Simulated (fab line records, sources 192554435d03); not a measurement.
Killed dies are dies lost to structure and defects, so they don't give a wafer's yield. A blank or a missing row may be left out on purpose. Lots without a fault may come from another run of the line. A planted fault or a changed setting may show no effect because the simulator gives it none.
fab line records | flow n5_finfet
record lots=7 wafers=21
route steps=1938 shown BEOL_M2@890 BEOL_M3@981 BEOL_M4@1053 BEOL_M5@1130 BEOL_M6@1221
start_h: hours from the record's first day to the start of the lot's first wafer shown | wait_h: hours since the lot's step before | " the same as in the row above | L1.1+2: a row that stands for several wafers | - no value, or no start given | * or withheld: withheld | < > ~ a bound
route shown NAME@n: a module of which the file shows steps, and the number in the route of the first | usual: mean/standard deviation of fault-free wafers | same: alike in all rows | chamber/n: place in a boat | sites: the reading at each site | _std_site: their standard deviation | _edge_site: outer sites' mean less inner sites' | radius_mm: how far each site lies from the wafer's centre | mask NAME#n: copy n | behind: the tool/chamber that last shaped the wafer | hold: why the lot was held/for how many hours/how that ended | device: the transistor (n, p or np) that didn't switch | end of line: the same wafers' tests at the end of the route | a step without rows: its recipe alone | killed: dies lost to structure and defects at the first sort, not the wafer's yield | map: a wafer's dies, x killed, . not, _ none there
set.NAME: the setting as run; set.NAME@STEP: as run at that earlier step | model.NAME: the simulator's own value behind a step, which no gauge read
lots whose settings were changed on purpose; a table a step, a row a wafer
## steps
# step N5_BEOL_M2_TRENCH_ETCH_37
# recipe chemistry=C4F6/O2 target_depth_a=555.55 target=SiOC time_s=29.2 ion_energy_ev=250 pressure_mtorr=30 source_w=355 bias_w=185 Ar_flow_sccm=300 C4F6_flow_sccm=10 O2_flow_sccm=10
# columns lot.wafer tool chamber start_h wait_h set.time_s model.etch.depth_nm model.BEOL_M2.feature_depth_nm
L077.2 rie_diel-02 3 - - 29.2 56.07 56
L077.4 " 2 " " 29.2 55.81 55.8
L077.6 " 0 " " 25.37 47.61 47.6
L079.1 rie_diel-02 1 - - 35.65 67.67 67.6
L079.3 " 3 " " 35.65 67.95 68
L079.6 " 1 " " 29.2 55.48 55.4
L081.4 rie_diel-06 3 - - 34.69 64.57 64.6
L081.5 " 2 " " 34.69 66.22 66.2
L081.6 " 1 " " 34.69 65.41 65.4
L083.2 rie_diel-06 2 - - 29.2 55.16 55.2
L083.3 " 1 " " 29.2 54.78 54.8
L083.6 " 0 " " 29.2 55.74 55.8
L086.1 rie_diel-02 3 - - 29.2 55.4 55.4
L086.4 " 1 " " 29.2 56.2 56.2
L086.6 " 0 " " 26.21 50.45 50.4
L088.1 rie_diel-05 1 - - 29.2 56.8 56.8
L088.3 " 0 " " 29.2 56.86 56.8
L088.6 " 2 " " 29.2 55.33 55.4
L092.2 rie_diel-02 3 - - 34.67 64.61 64.6
L092.4 " 0 " " 29.2 55.03 55
L092.5 " 0 " " 29.2 54.98 55
# step N5_BEOL_M2_ETCH_41
# recipe chemistry=CH3F/O2 target=SiCN target_depth_a=299 taper_deg=2 time_s=52.5 ion_energy_ev=120 mask_material=TiN pressure_mtorr=30 source_w=395 bias_w=75 Ar_flow_sccm=150 CH3F_flow_sccm=30 O2_flow_sccm=20
# step N5_BEOL_M2_STRIP_97
# recipe chemistry=N2/H2 time_s=10 power_w=450 temp_c=40 pressure_mtorr=20 rf_frequency_hz=6e+07 bias_power_w=7 n2_flow_sccm=200 h2_flow_sccm=200
# step N5_BEOL_M2_OCD_MEAS_38
# usual trench_depth_nm=55.5/0.7
# columns lot.wafer tool chamber start_h wait_h set.time_s@BEOL_M2_TRENCH_ETCH_37 trench_depth_nm
L077.2 ocd-01 - 151.07 - 29.2 56.0
L077.4 " - " " 29.2 55.9
L077.6 " - " " 25.37 47.7
L079.1 ocd-02 - 165.32 - 35.65 67.8
L079.3 " - " " 35.65 68.2
L079.6 " - " " 29.2 54.8
L081.4 ocd-01 - 178.51 - 34.69 64.7
L081.5 " - " " 34.69 65.7
L081.6 " - " " 34.69 65.7
L083.2 ocd-02 - 190.10 - 29.2 55.1
L083.3 " - " " 29.2 54.9
L083.6 " - " " 29.2 56.2
L086.1 ocd-01 - 213.24 - 29.2 54.6
L086.4 " - " " 29.2 55.9
L086.6 " - " " 26.21 50.5
L088.1 ocd-02 - 223.76 - 29.2 56.8
L088.3 " - " " 29.2 56.7
L088.6 " - " " 29.2 55.3
L092.2 ocd-01 - 255.16 - 34.67 64.4
L092.4 " - " " 29.2 55.1
L092.5 " - " " 29.2 55.2
# step N5_BEOL_M2_HM_STRIP_39
# recipe chemistry=peroxide_tin_strip material=TiN target_depth_a=250 temp_c=50 time_s=158
# step N5_BEOL_M2_SRD_40
# recipe time_s=30 temp_c=23 rinse_liquid=diw dry=ipa_marangoni
# step N5_BEOL_M2_ECD_50
# recipe material=Cu target_thk_a=3000
# step N5_BEOL_M2_ANNEAL_51
# recipe temp_c=225 time_s=90 ambient=N2
# step N5_BEOL_M2_CMP_52
# recipe stop_on=SiOC t_overpolish_s=6.8 down_force_psi=1 platen_rpm=50 clearing_platen_down_force_psi=1.5 clearing_platen_rpm=50 post_cmp_clean=cu_alkaline target_thk_nm=40 clearing_platen_pad_velocity_m_s=0.99484 pad_velocity_m_s=0.99484
# columns lot.wafer tool chamber start_h wait_h set.time_s@BEOL_M2_TRENCH_ETCH_37 model.Cu_of_BEOL_M2_ECD_50.thk_nm
L077.2 cmp-04 3 155.52 0.2 29.2 40.4
L077.4 " 0 " " 29.2 40
L077.6 " 3 " " 25.37 30.8
L079.1+3 cmp-04 1,2 168.78 0.3 35.65 52.8
L079.6 " 0 " " 29.2 39.8
L081.4 cmp-03 3 182.93 0.2 34.69 49.6
L081.6 " 2 " " 34.69 51
L081.5 " 3 " " 34.69 51.2
L083.2 cmp-03 0 193.58 0.3 29.2 38.6
L083.3 " 1 " " 29.2 38.4
L083.6 " 3 " " 29.2 40
L086.1 cmp-03 2 216.97 0.5 29.2 40.4
L086.4 " 3 " " 29.2 42.6
L086.6 " 2 " " 26.21 37.2
L088.3 cmp-02 0 227.52 0.3 29.2 40
L088.1 " 1 " " 29.2 40.6
L088.6 " 2 " " 29.2 38.4
L092.4 cmp-03 2 259.05 0.1 29.2 40.2
L092.2 " 1 " " 34.67 48.2
L092.5 " 2 " " 29.2 39.6
# step N5_BEOL_M2_THK_MEAS_53
# recipe thk_meas_gauge=xrf reads=Cu_of_BEOL_M2_ECD_50
# usual M2_THK=40.2/1.2
# columns lot.wafer tool chamber start_h wait_h set.time_s@BEOL_M2_TRENCH_ETCH_37 M2_THK[nm]
L077.2 film_metro-02 - 155.78 - 29.2 40.5
L077.4 " - " " 29.2 39.7
L077.6 " - " " 25.37 30.8
L079.1 film_metro-02 - 169.00 - 35.65 52.7
L079.3 " - " " 35.65 52.7
L079.6 " - " " 29.2 39.6
L081.4 film_metro-02 - 183.19 - 34.69 49.3
L081.5 " - " " 34.69 51.2
L081.6 " - " " 34.69 50.7
L083.2 film_metro-01 - 193.80 - 29.2 39.0
L083.3 " - " " 29.2 38.8
L083.6 " - " " 29.2 40.3
L086.1 film_metro-02 - 217.23 - 29.2 40.6
L086.4 " - " " 29.2 42.6
L086.6 " - " " 26.21 37.3
L088.1 film_metro-02 - 227.74 - 29.2 40.6
L088.3 " - " " 29.2 40.1
L088.6 " - " " 29.2 38.5
L092.2 film_metro-02 - 259.35 - 34.67 48.5
L092.4 " - " " 29.2 40.6
L092.5 " - " " 29.2 39.9
# step N5_BEOL_M3_ETCH_41
# recipe chemistry=CH3F/O2 target=SiCN target_depth_a=299 taper_deg=2 time_s=52.5 ion_energy_ev=120 mask_material=TiN pressure_mtorr=30 source_w=395 bias_w=75 Ar_flow_sccm=150 CH3F_flow_sccm=30 O2_flow_sccm=20
# columns lot.wafer tool chamber start_h wait_h set.target_depth_a model.etch.depth_nm
L077.2 rie_diel-04 2 - - 299 19.92
L077.4 " 2 " " 299 19.87
L077.6 " 3 " " 299 20.19
L079.1 rie_diel-01 3 - - 319.7 20.98
L079.3 " 1 " " 299 19.63
L079.6 " 3 " " 319.7 20.86
L081.4 rie_diel-01 1 - - 274.8 18.12
L081.5 " 1 " " 299 19.61
L081.6 " 2 " " 274.8 18.35
L083.2 rie_diel-04 2 - - 299 19.79
L083.3 " 1 " " 299 19.55
L083.6 " 3 " " 299 20.17
L086.1 rie_diel-01 1 - - 286.8 18.83
L086.4 " 3 " " 299 20
L086.6 " 3 " " 286.8 18.91
L088.1 rie_diel-03 3 - - 320.8 21.09
L088.3 " 2 " " 320.8 21.11
L088.6 " 3 " " 299 19.76
L092.2 rie_diel-01 3 - - 299 19.84
L092.4 " 3 " " 322.5 21.47
L092.5 " 2 " " 299 20.16
# step N5_BEOL_M4_EXPOSE_25
# recipe mask_id=V3 na=0.33 source_shape=quasar sigma_inner=0.2 sigma_outer=0.8 polarization=unpolarized defocus_nm=5 dose_mj=63
# columns lot.wafer tool chamber start_h wait_h mask set.dose_mj
L077.2+4+6 euv_scanner-01 0 167.27 - V3#0 63
L079.1+3+6 euv_scanner-01 0 183.49 - V3#0 63
L081.4 euv_scanner-01 0 195.50 - V3#0 65.92
L081.5+6 " 0 " " V3#0 63
L083.2+3+6 euv_scanner-02 0 203.44 - V3#0 63
L086.1 euv_scanner-02 0 231.05 - V3#0 59.31
L086.4+6 " 0 " " V3#0 63
L088.1 euv_scanner-02 0 237.61 - V3#0 63
L088.3+6 " 0 " " V3#0 67.59
L092.2+4+5 euv_scanner-01 0 273.81 - V3#0 63
# step N5_BEOL_M4_PEB_26
# recipe peb_temp_c=100 peb_time_s=60 resist=CAR-EUV
# step N5_BEOL_M4_DEVELOP_27
# recipe develop_time_s=30 developer=TMAH resist=CAR-EUV rinse_liquid=surfactant_rinse dry=air_spin dev_temp_c=23
# step N5_BEOL_M4_CD_MEAS_28
# recipe target_cd_nm=26.2 landing_energy_ev=500 detector=se_inlens target_cd_y_nm=24.1 polarity=opening
# usual cd_nm=26.20/0.21
# columns lot.wafer tool chamber start_h wait_h set.dose_mj@BEOL_M4_EXPOSE_25 cd_nm
L077.2 cd_sem-03 0 167.41 - 63 26.57
L077.4 " 0 " " 63 26.24
L077.6 " 0 " " 63 26.49
L079.1 cd_sem-02 0 183.64 - 63 26.35
L079.3 " 0 " " 63 26.26
L079.6 " 0 " " 63 26.40
L081.4 cd_sem-03 0 195.62 - 65.92 26.81
L081.5 " 0 " " 63 26.13
L081.6 " 0 " " 63 26.03
L083.2 cd_sem-02 0 203.58 - 63 26.45
L083.3 " 0 " " 63 26.26
L083.6 " 0 " " 63 26.62
L086.1 cd_sem-01 0 231.20 - 59.31 25.02
L086.4 " 0 " " 63 26.16
L086.6 " 0 " " 63 26.24
L088.1 cd_sem-01 0 237.75 - 63 26.28
L088.3 " 0 " " 67.59 27.50
L088.6 " 0 " " 67.59 27.13
L092.2 cd_sem-01 0 273.95 - 63 25.56
L092.4 " 0 " " 63 26.40
L092.5 " 0 " " 63 26.09
# step N5_BEOL_M4_DESCUM_33
# recipe chemistry=O2 time_s=7 source_power_w=50 bias_power_w=20 pressure_mtorr=20 rf_frequency_hz=2.712e+07 temp_c=40 resist=CAR-EUV o2_flow_sccm=225
# columns lot.wafer tool chamber start_h wait_h set.time_s model.CAR-EUV_of_BEOL_M4_COAT_22.thk_nm
L077.2 rie_diel-06 1 167.64 0.1 7 25.8
L077.4+6 " 3,2 " " 7 26
L079.1 rie_diel-06 1 183.76 0.0 6.238 26.4
L079.3+6 " 2,3 " " 7 26.2
L081.4 rie_diel-02 0 195.76 0.1 7 26.2
L081.5 " 1 " " 6.193 26.6
L081.6 " 2 " " 7 26
L083.2+3+6 rie_diel-02 0,1,3 203.70 0.0 7 26.2
L086.1+6 rie_diel-05 1,3 231.49 0.2 7 26.2
L086.4 " 2 " " 5.928 26.6
L088.1 rie_diel-06 3 238.02 0.2 8.018 25.6
L088.3 " 2 " " 7 26
L088.6 " 1 " " 7 26.2
L092.2+4 rie_diel-06 3,1 274.13 0.1 7 26.2
L092.5 " 2 " " 7.803 25.8
# step N5_BEOL_M4_ETCH_77
# recipe chemistry=N2/H2 target=underlayer target_depth_a=65 mask_material=CAR-EUV time_s=5.2 ion_energy_ev=200 pressure_mtorr=30 source_w=840 bias_w=150 n2_flow_sccm=200 h2_flow_sccm=200 ends=cleared
# columns lot.wafer tool chamber start_h wait_h set.time_s@BEOL_M4_DESCUM_33 model.CAR-EUV_of_BEOL_M4_COAT_22.thk_nm
L077.2 rie_diel-06 1 167.68 0.0 7 20
L077.4+6 " 3,2 " " 7 20.2
L079.1 rie_diel-06 1 183.79 0.0 6.238 20.8
L079.3 " 2 " " 7 20.4
L079.6 " 3 " " 7 20.6
L081.4 rie_diel-02 0 195.80 0.0 7 20.4
L081.5 " 1 " " 6.193 20.8
L081.6 " 2 " " 7 20.2
L083.2+3+6 rie_diel-02 0,1,3 203.74 0.0 7 20.4
L086.1+6 rie_diel-05 1,3 231.52 0.0 7 20.6
L086.4 " 2 " " 5.928 21
L088.1 rie_diel-06 3 238.06 0.0 8.018 19.8
L088.3 " 2 " " 7 20.2
L088.6 " 1 " " 7 20.4
L092.2 rie_diel-06 3 274.17 0.0 7 20.6
L092.4 " 1 " " 7 20.4
L092.5 " 2 " " 7.803 20
# step N5_BEOL_M4_ETCH_69
# recipe chemistry=CF4 target=SiARC target_depth_a=156 mask_material=CAR-EUV time_s=26 ion_energy_ev=80 pressure_mtorr=40 source_w=545 bias_w=36 Ar_flow_sccm=100 cf4_flow_sccm=100 ends=cleared
# columns lot.wafer tool chamber start_h wait_h set.time_s@BEOL_M4_DESCUM_33 model.CAR-EUV_of_BEOL_M4_COAT_22.thk_nm
L077.2 rie_diel-06 1 167.69 0.0 7 10.8
L077.4+6 " 3,2 " " 7 11
L079.1 rie_diel-06 1 183.81 0.0 6.238 11.6
L079.3 " 2 " " 7 11.2
L079.6 " 3 " " 7 11.4
L081.4 rie_diel-02 0 195.81 0.0 7 11.2
L081.5 " 1 " " 6.193 11.6
L081.6 " 2 " " 7 11
L083.2+3+6 rie_diel-02 0,1,3 203.75 0.0 7 11.2
L086.1 rie_diel-05 1 231.54 0.0 7 11.4
L086.4 " 2 " " 5.928 11.8
L086.6 " 3 " " 7 11.2
L088.1 rie_diel-06 3 238.08 0.0 8.018 10.6
L088.3 " 2 " " 7 11
L088.6 " 1 " " 7 11.2
L092.2 rie_diel-06 3 274.18 0.0 7 11.4
L092.4 " 1 " " 7 11.2
L092.5 " 2 " " 7.803 10.8
# step N5_BEOL_M4_ALD_98
# recipe material=SiO2 target_thk_a=25 temp_c=100 ald_precursor_family=BDEAS ald_co_reactant=O2-plasma pulse_time_s=1 co_reactant_pulse_time_s=1 purge_time_s=2 co_reactant_purge_time_s=2 ald_cycles=17 pressure_torr=2
# step N5_BEOL_M4_ETCHBACK_99
# recipe chemistry=CHF3 target=SiO2 target_depth_a=50 time_s=10.4 source_w=215 bias_w=47 Ar_flow_sccm=200 CHF3_flow_sccm=12 ion_energy_ev=100 pressure_mtorr=30
# columns lot.wafer tool chamber start_h wait_h set.time_s@BEOL_M4_DESCUM_33 model.CAR-EUV_of_BEOL_M4_COAT_22.thk_nm
L077.2+6 rie_diel-05 2,0 170.86 3.0 7 10.2
L077.4 " 2 " " 7 10.4
L079.1 rie_diel-05 3 189.82 5.9 6.238 10.8
L079.3+6 " 1 " " 7 10.6
L081.4 rie_diel-02 0 197.99 2.0 7 10.4
L081.5 " 2 " " 6.193 10.8
L081.6 " 1 " " 7 10.2
L083.2+3+6 rie_diel-02 2,3,1 204.98 1.1 7 10.4
L086.1+6 rie_diel-05 1,2 235.88 4.2 7 10.6
L086.4 " 2 " " 5.928 11
L088.1 rie_diel-05 0 238.29 0.1 8.018 10
L088.3+6 " 2,1 " " 7 10.4
L092.2 rie_diel-05 3 276.68 2.3 7 10.6
L092.4 " 0 " " 7 10.4
L092.5 " 3 " " 7.803 10.2
# step N5_BEOL_M5_ETCH_72
# recipe chemistry=N2/H2 target=underlayer target_depth_a=65 mask_material=CAR-EUV time_s=5.2 ion_energy_ev=200 pressure_mtorr=30 source_w=840 bias_w=150 n2_flow_sccm=200 h2_flow_sccm=200 ends=cleared
# usual etch_rf_on_time_s=5.20/0.088 rf_vpp_V=521/3.1
# columns lot.wafer tool chamber start_h wait_h set.bias_w etch_rf_on_time_s rf_vpp_V
L077.2 rie_diel-03 3 179.23 0.0 125.6 5.68 464
L077.4 " 0 " " 125.6 5.78 463
L077.6 " 0 " " 150 5.31 518
L079.1 rie_diel-01 2 198.61 0.0 175.6 4.71 579
L079.3 " 0 " " 175.6 4.69 581
L079.6 " 1 " " 150 5.20 525
L081.4 rie_diel-01 1 205.70 0.0 150 5.29 526
L081.5 " 1 " " 130.9 5.63 483
L081.6 " 0 " " 130.9 5.37 482
L083.2 rie_diel-04 1 213.24 0.0 150 5.23 520
L083.3 " 3 " " 150 5.13 520
L083.6 " 1 " " 150 5.27 518
L086.1 rie_diel-03 1 244.30 0.0 150 5.12 523
L086.4 " 2 " " 127.4 5.68 469
L086.6 " 3 " " 150 5.19 519
L088.1 rie_diel-03 3 244.94 0.0 142 5.41 501
L088.3 " 0 " " 150 5.38 520
L088.6 " 0 " " 142 5.59 501
L092.2 rie_diel-04 3 284.56 0.0 150 5.26 522
L092.4 " 3 " " 150 5.21 522
L092.5 " 0 " " 150 5.16 521
# step N5_BEOL_M5_COAT_74
# recipe resist=underlayer temp_c=205 time_s=60 spin_rpm=1500 resist_thk_nm=5
# columns lot.wafer tool chamber start_h wait_h set.spin_rpm
L077.2+4+6 litho_track-01 0 - - 1385
L079.1+3 litho_track-03 0 - - 1664
L079.6 " 0 " " 1500
L081.4+5 litho_track-01 0 - - 1500
L081.6 " 0 " " 1601
L083.2+3+6 litho_track-03 0 - - 1500
L086.1 litho_track-01 0 - - 1500
L086.4+6 " 0 " " 1642
L088.1+3+6 litho_track-02 0 - - 1500
L092.2+4+5 litho_track-03 0 - - 1500
# step N5_BEOL_M5_COAT_22
# recipe resist=CAR-EUV spin_rpm=1500 resist_thk_nm=30
# step N5_BEOL_M5_EBR_24
# recipe solvent=PGMEA ebr_width_mm=1.5
# step N5_BEOL_M5_DESCUM_33
# recipe chemistry=O2 time_s=7 source_power_w=50 bias_power_w=20 pressure_mtorr=20 rf_frequency_hz=2.712e+07 temp_c=40 resist=CAR-EUV o2_flow_sccm=225
# step N5_BEOL_M5_ETCH_75
# recipe chemistry=N2/H2 target=underlayer target_depth_a=65 mask_material=CAR-EUV time_s=5.2 ion_energy_ev=200 pressure_mtorr=30 source_w=840 bias_w=150 n2_flow_sccm=200 h2_flow_sccm=200 ends=cleared
# columns lot.wafer tool chamber start_h wait_h set.spin_rpm@BEOL_M5_COAT_74 model.etch.depth_nm
L077.2 rie_diel-03 3 181.47 0.0 1385 5.219
L077.4 " 2 " " 1385 5.213
L077.6 " 0 " " 1385 5.215
L079.1 rie_diel-03 3 201.51 0.0 1664 4.761
L079.3 " 0 " " 1664 4.771
L079.6 " 1 " " 1500 5.028
L081.4 rie_diel-03 3 206.65 0.0 1500 4.988
L081.5 " 1 " " 1500 5.021
L081.6 " 0 " " 1601 4.847
L083.2 rie_diel-04 0 215.48 0.0 1500 5.013
L083.3 " 3 " " 1500 5.018
L083.6 " 3 " " 1500 4.993
L086.1 rie_diel-01 3 245.84 0.0 1500 5.014
L086.4 " 0 " " 1642 4.785
L086.6 " 0 " " 1642 4.801
L088.1 rie_diel-04 1 245.98 0.0 1500 5.041
L088.3 " 3 " " 1500 5.015
L088.6 " 1 " " 1500 5.019
L092.2 rie_diel-03 3 286.29 0.0 1500 5.02
L092.4 " 0 " " 1500 5.014
L092.5 " 2 " " 1500 5.027
# step N5_BEOL_M5_ETCH_67
# recipe chemistry=CF4 target=SiARC target_depth_a=156 mask_material=CAR-EUV time_s=26 ion_energy_ev=80 pressure_mtorr=40 source_w=545 bias_w=36 Ar_flow_sccm=100 cf4_flow_sccm=100 ends=cleared
# columns lot.wafer tool chamber start_h wait_h set.spin_rpm@BEOL_M5_COAT_74 model.CAR-EUV_of_BEOL_M5_COAT_22.thk_nm
L077.2 rie_diel-03 3 181.49 0.0 1385 10.8
L077.4+6 " 2,0 " " 1385 11
L079.1+3 rie_diel-03 3,0 201.52 0.0 1664 11.4
L079.6 " 1 " " 1500 11
L081.4+5 rie_diel-03 3,1 206.67 0.0 1500 11
L081.6 " 0 " " 1601 11.2
L083.2+3+6 rie_diel-04 0,3,3 215.50 0.0 1500 11
L086.1 rie_diel-01 3 245.86 0.0 1500 11.2
L086.4+6 " 0 " " 1642 11.4
L088.1+3+6 rie_diel-04 1,3,1 246.00 0.0 1500 11.2
L092.2+4+5 rie_diel-03 3,0,2 286.30 0.0 1500 11.2
# step N5_BEOL_M6_COAT_22
# recipe resist=CAR-EUV spin_rpm=1500 resist_thk_nm=30
# columns lot.wafer tool chamber start_h wait_h set.spin_rpm model.CAR-EUV_of_BEOL_M6_COAT_22.thk_nm
L077.2+4+6 litho_track-05 0 - - 1500 30
L079.1 litho_track-02 0 - - 1500 30
L079.3+6 " 0 " " 1382 31.2
L081.4 litho_track-05 0 - - 1500 30
L081.5 " 0 " " 1426 30.6
L081.6 " 0 " " 1426 30.8
L083.2+3+6 litho_track-05 0 - - 1500 30
L088.1 litho_track-05 0 - - 1500 30.2
L088.3 " 0 " " 1386 31.2
L088.6 " 0 " " 1500 30
L086.1 litho_track-02 0 - - 1545 29.8
L086.4+6 " 0 " " 1500 30.2
L092.2+5 litho_track-05 0 - - 1418 31
L092.4 " 0 " " 1500 30.2
## key
split step=N5_BEOL_M2_TRENCH_ETCH_37 setting=time_s stated=29.2 by=wafer
response step=N5_BEOL_M2_TRENCH_ETCH_37 reading=model.etch.depth_nm change=+0.552 per=1% r=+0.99
response step=N5_BEOL_M2_TRENCH_ETCH_37 reading=model.BEOL_M2.feature_depth_nm change=+0.554 per=1% r=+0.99
response step=N5_BEOL_M2_OCD_MEAS_38 reading=trench_depth_nm change=+0.556 per=1% r=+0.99
response step=N5_BEOL_M2_CMP_52 reading=model.Cu_of_BEOL_M2_ECD_50.thk_nm change=+0.547 per=1% r=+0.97
response step=N5_BEOL_M2_THK_MEAS_53 reading=M2_THK change=+0.545 per=1% r=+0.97
split step=N5_BEOL_M3_ETCH_41 setting=target_depth_a stated=299 by=wafer
response step=N5_BEOL_M3_ETCH_41 reading=model.etch.depth_nm change=+0.188 per=1% r=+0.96
split step=N5_BEOL_M4_EXPOSE_25 setting=dose_mj stated=63 by=wafer
response step=N5_BEOL_M4_CD_MEAS_28 reading=cd_nm change=+0.164 per=1% r=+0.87
split step=N5_BEOL_M4_DESCUM_33 setting=time_s stated=7 by=wafer
response step=N5_BEOL_M4_DESCUM_33 reading=model.CAR-EUV_of_BEOL_M4_COAT_22.thk_nm change=-0.0313 per=1% r=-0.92
response step=N5_BEOL_M4_ETCH_77 reading=model.CAR-EUV_of_BEOL_M4_COAT_22.thk_nm change=-0.034 per=1% r=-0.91
response step=N5_BEOL_M4_ETCH_69 reading=model.CAR-EUV_of_BEOL_M4_COAT_22.thk_nm change=-0.0358 per=1% r=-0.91
response step=N5_BEOL_M4_ETCHBACK_99 reading=model.CAR-EUV_of_BEOL_M4_COAT_22.thk_nm change=-0.0281 per=1% r=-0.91
split step=N5_BEOL_M5_ETCH_72 setting=bias_w stated=150 by=wafer
response step=N5_BEOL_M5_ETCH_72 reading=etch_rf_on_time_s change=* per=1% r=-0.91
response step=N5_BEOL_M5_ETCH_72 reading=rf_vpp_V change=+3.35 per=1% r=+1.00
split step=N5_BEOL_M5_COAT_74 setting=spin_rpm stated=1500 by=wafer
response step=N5_BEOL_M5_ETCH_75 reading=model.etch.depth_nm change=-0.0236 per=1% r=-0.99
response step=N5_BEOL_M5_ETCH_67 reading=model.CAR-EUV_of_BEOL_M5_COAT_22.thk_nm change=+0.0299 per=1% r=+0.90
split step=N5_BEOL_M6_COAT_22 setting=spin_rpm stated=1500 by=wafer
response step=N5_BEOL_M6_COAT_22 reading=model.CAR-EUV_of_BEOL_M6_COAT_22.thk_nm change=-0.147 per=1% r=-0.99
